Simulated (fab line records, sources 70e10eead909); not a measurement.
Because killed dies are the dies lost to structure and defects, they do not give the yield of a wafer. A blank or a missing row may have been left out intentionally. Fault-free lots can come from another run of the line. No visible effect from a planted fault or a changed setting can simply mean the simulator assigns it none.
Which tool was responsible?	flow nandHarc	16 wafers sampled from 6 lots at 1 step of a route of 1159

## WHAT THE GAUGES READ, wafer by wafer
NHARC_A_M0_INSPECT_27.
lot	measured	on	rawDefectCount
L177	day 17 20:52	defectInspect-01	333 331 357
L180	day 18 07:43	defectInspect-01	562 563
L182	day 20 07:29	defectInspect-01	401 434
L192	day 21 07:43	defectInspect-01	451 434 469
L197	day 22 18:01	defectInspect-01	340 366 349
L198	day 23 06:13	defectInspect-02	312 382 363

## WHICH TOOL RAN EACH LOT (tool, then ch and the chambers of the sampled wafers, then the start)
The record shows no process step preceding these readings.

## THE ANSWER, worked out from the rows above alone
Rule: the lots themselves supply what counts as usual. Put in order of their means at a reading, lots are off if they are a third of the lots or fewer, leave a main group of 4 or more, and stand apart from it by a gap of 3 or more times the standard deviation of the main group's means; of several such gaps the widest counts. A main group whose means are all the same, to the digits that the tables above print for the reading, isn't used. A lot without any number at a reading at which 4 lots or more have one is off too. All remaining lots with rows at the step are treated as sound.
Nothing can be told from this: no lot is off at any reading shown.

## WHAT THE SIMULATOR HAD INSERTED
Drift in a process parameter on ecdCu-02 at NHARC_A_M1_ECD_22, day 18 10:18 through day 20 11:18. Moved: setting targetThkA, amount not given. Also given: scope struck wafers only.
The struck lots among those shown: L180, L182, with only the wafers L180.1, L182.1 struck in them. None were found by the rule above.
